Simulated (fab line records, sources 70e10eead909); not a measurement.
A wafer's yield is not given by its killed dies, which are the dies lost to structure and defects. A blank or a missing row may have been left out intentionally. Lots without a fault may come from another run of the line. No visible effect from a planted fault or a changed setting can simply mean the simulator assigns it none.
What tool caused it? / flow nand harc / Sampling: 15 lots, 45 wafers, 2 of 1159 route steps

== WHAT THE GAUGES READ, wafer by wafer ==
NHARC_A_BLC_CD_MEAS_19. Usual: 99.9 nm for cd nm, sd 2.5.
lot=L959; measured=day 17 01:19; on=cd sem-02; cd nm (nm)=98.2 97.7 99.1; flag=
lot=L960; measured=day 17 10:27; on=cd sem-01; cd nm (nm)=93.3 95.2 97.0; flag=
lot=L962; measured=day 17 18:50; on=cd sem-03; cd nm (nm)=104.7 97.5 100.8; flag=
lot=L961; measured=day 17 19:41; on=cd sem-02; cd nm (nm)=100.6 96.9 98.3; flag=
lot=L964; measured=day 18 14:35; on=cd sem-03; cd nm (nm)=102.1 96.7 102.4; flag=
lot=L967; measured=day 20 01:53; on=cd sem-01; cd nm (nm)=99.6 105.4 102.7; flag=
lot=L971; measured=day 20 14:54; on=cd sem-01; cd nm (nm)=100.6 98.2 99.9; flag=
lot=L970; measured=day 20 15:44; on=cd sem-02; cd nm (nm)=99.5 99.0 97.6; flag=
lot=L973; measured=day 20 16:07; on=cd sem-03; cd nm (nm)=97.6 101.0 97.6; flag=
lot=L974; measured=day 20 20:05; on=cd sem-02; cd nm (nm)=103.0 99.3 105.0; flag=
lot=L975; measured=day 21 00:59; on=cd sem-01; cd nm (nm)=100.2 99.3 97.7; flag=
lot=L976; measured=day 21 17:10; on=cd sem-03; cd nm (nm)=97.9 97.8 96.7; flag=
lot=L978; measured=day 21 18:34; on=cd sem-01; cd nm (nm)=98.4 98.7 97.0; flag=
lot=L982; measured=day 22 14:32; on=cd sem-01; cd nm (nm)=104.6 101.1 100.6; flag=
lot=L980; measured=day 22 20:21; on=cd sem-03; cd nm (nm)=102.0 103.0 97.3; flag=

== WHICH TOOL RAN EACH LOT (tool, then ch and the chambers of the sampled wafers, then the start) ==
lot=L959; NHARC_A_BLC_ETCH_17=rie diel-06 ch 0,2,3, day 17 01:19 or earlier
lot=L960; NHARC_A_BLC_ETCH_17=rie diel-06 ch 2,3, day 17 10:27 or earlier
lot=L962; NHARC_A_BLC_ETCH_17=rie diel-12 ch 1,3, day 17 18:50 or earlier
lot=L961; NHARC_A_BLC_ETCH_17=rie diel-06 ch 2,3, day 17 19:41 or earlier
lot=L964; NHARC_A_BLC_ETCH_17=rie diel-12 ch 0,3, day 18 14:35 or earlier
lot=L967; NHARC_A_BLC_ETCH_17=rie diel-12 ch 0,1,3, day 20 01:53 or earlier
lot=L971; NHARC_A_BLC_ETCH_17=rie diel-06 ch 0,1,2, day 20 14:54 or earlier
lot=L970; NHARC_A_BLC_ETCH_17=rie diel-06 ch 0,1,2, day 20 15:44 or earlier
lot=L973; NHARC_A_BLC_ETCH_17=rie diel-02 ch 0,1,3, day 20 16:07 or earlier
lot=L974; NHARC_A_BLC_ETCH_17=rie diel-12 ch 0,1,3, day 20 20:05 or earlier
lot=L975; NHARC_A_BLC_ETCH_17=rie diel-06 ch 0,1,2, day 21 00:59 or earlier
lot=L976; NHARC_A_BLC_ETCH_17=rie diel-06 ch 1,3, day 21 17:10 or earlier
lot=L978; NHARC_A_BLC_ETCH_17=rie diel-06 ch 2,3, day 21 18:34 or earlier
lot=L982; NHARC_A_BLC_ETCH_17=rie diel-06 ch 0,2, day 22 14:32 or earlier
lot=L980; NHARC_A_BLC_ETCH_17=rie diel-06 ch 0,1,2, day 22 20:21 or earlier
- NHARC_A_BLC_ETCH_17: etches the open film in N2/H2, target depth 390 nm, time 609.38 s.

== AS READ BY THE TOOLS THEMSELVES (means over the sampled wafers that have a number; for cases with no such wafer, the mark the record gives instead) ==
NHARC_A_BLC_ETCH_17. Usual: value, then standard deviation, for each; bias w 150.0 W / 0.49; chamber pressure mTorr 30.000 mTorr / 0.029; drypump motor current A 5.5 A / 0.45; oes product au 1.003 a.u. / 0.013; rf vpp V 430.8 V / 2.6; showerhead plenum p Torr 2.05 Torr / 0.09; throttle valve pct 14.172 % / 0.0086.
lot=L959; tool=rie diel-06; bias w (W)=150.4; chamber pressure mTorr (mTorr)=30.014; drypump motor current A (A)=5.4; oes product au (a.u.)=1.006; rf vpp V (V)=430.5; showerhead plenum p Torr (Torr)=2.06; throttle valve pct (%)=14.170; flag=
lot=L960; tool=rie diel-06; bias w (W)=150.7; chamber pressure mTorr (mTorr)=30.009; drypump motor current A (A)=5.5; oes product au (a.u.)=1.009; rf vpp V (V)=431.5; showerhead plenum p Torr (Torr)=2.08; throttle valve pct (%)=14.172; flag=
lot=L962; tool=rie diel-12; bias w (W)=150.3; chamber pressure mTorr (mTorr)=29.995; drypump motor current A (A)=5.3; oes product au (a.u.)=1.004; rf vpp V (V)=429.0; showerhead plenum p Torr (Torr)=1.96; throttle valve pct (%)=14.174; flag=
lot=L961; tool=rie diel-06; bias w (W)=150.0; chamber pressure mTorr (mTorr)=30.038; drypump motor current A (A)=5.5; oes product au (a.u.)=1.001; rf vpp V (V)=431.8; showerhead plenum p Torr (Torr)=2.08; throttle valve pct (%)=14.167; flag=
lot=L964; tool=rie diel-12; bias w (W)=150.5; chamber pressure mTorr (mTorr)=30.032; drypump motor current A (A)=5.5; oes product au (a.u.)=0.997; rf vpp V (V)=431.4; showerhead plenum p Torr (Torr)=2.07; throttle valve pct (%)=14.169; flag=
lot=L967; tool=rie diel-12; bias w (W)=150.0; chamber pressure mTorr (mTorr)=30.002; drypump motor current A (A)=5.4; oes product au (a.u.)=1.004; rf vpp V (V)=429.9; showerhead plenum p Torr (Torr)=2.01; throttle valve pct (%)=14.172; flag=
lot=L971; tool=rie diel-06; bias w (W)=149.8; chamber pressure mTorr (mTorr)=30.010; drypump motor current A (A)=5.4; oes product au (a.u.)=1.001; rf vpp V (V)=431.2; showerhead plenum p Torr (Torr)=2.06; throttle valve pct (%)=14.180; flag=
lot=L970; tool=rie diel-06; bias w (W)=149.9; chamber pressure mTorr (mTorr)=30.024; drypump motor current A (A)=5.4; oes product au (a.u.)=1.009; rf vpp V (V)=431.4; showerhead plenum p Torr (Torr)=2.06; throttle valve pct (%)=14.167; flag=
lot=L973; tool=rie diel-02; bias w (W)=149.6; chamber pressure mTorr (mTorr)=29.987; drypump motor current A (A)=5.7; oes product au (a.u.)=0.999; rf vpp V (V)=431.7; showerhead plenum p Torr (Torr)=2.08; throttle valve pct (%)=14.171; flag=
lot=L974; tool=rie diel-12; bias w (W)=150.0; chamber pressure mTorr (mTorr)=30.005; drypump motor current A (A)=5.4; oes product au (a.u.)=0.997; rf vpp V (V)=429.9; showerhead plenum p Torr (Torr)=2.01; throttle valve pct (%)=14.179; flag=
lot=L975; tool=rie diel-06; bias w (W)=150.0; chamber pressure mTorr (mTorr)=29.987; drypump motor current A (A)=5.4; oes product au (a.u.)=0.997; rf vpp V (V)=431.6; showerhead plenum p Torr (Torr)=2.06; throttle valve pct (%)=14.168; flag=
lot=L976; tool=rie diel-06; bias w (W)=150.5; chamber pressure mTorr (mTorr)=29.995; drypump motor current A (A)=5.4; oes product au (a.u.)=0.993; rf vpp V (V)=430.5; showerhead plenum p Torr (Torr)=2.05; throttle valve pct (%)=14.180; flag=
lot=L978; tool=rie diel-06; bias w (W)=150.3; chamber pressure mTorr (mTorr)=29.991; drypump motor current A (A)=5.5; oes product au (a.u.)=1.003; rf vpp V (V)=431.3; showerhead plenum p Torr (Torr)=2.08; throttle valve pct (%)=14.158; flag=
lot=L982; tool=rie diel-06; bias w (W)=149.7; chamber pressure mTorr (mTorr)=30.001; drypump motor current A (A)=5.5; oes product au (a.u.)=1.015; rf vpp V (V)=431.8; showerhead plenum p Torr (Torr)=2.09; throttle valve pct (%)=14.179; flag=
lot=L980; tool=rie diel-06; bias w (W)=149.9; chamber pressure mTorr (mTorr)=30.018; drypump motor current A (A)=5.4; oes product au (a.u.)=1.002; rf vpp V (V)=431.4; showerhead plenum p Torr (Torr)=2.06; throttle valve pct (%)=14.172; flag=

== THE ANSWER, worked out from the rows above alone ==
Rule: lot off if the mean of its wafers having a number is beyond 3 standard deviations from the usual mean. Also off: a lot with no number at a reading for which 4 or more lots have one. All remaining lots with rows at the step are treated as sound. Order of review: gauges by route order, followed by the tools' own readings, for which a lot's mean as printed above is used. The first step at which some lot is off is used, and at that step the reading that is off furthest; a lot without a number counts as furthest.
No lot is off at any reading shown: from this, nothing can be told.

== WHAT HAD BEEN PUT IN BY THE SIMULATOR ==
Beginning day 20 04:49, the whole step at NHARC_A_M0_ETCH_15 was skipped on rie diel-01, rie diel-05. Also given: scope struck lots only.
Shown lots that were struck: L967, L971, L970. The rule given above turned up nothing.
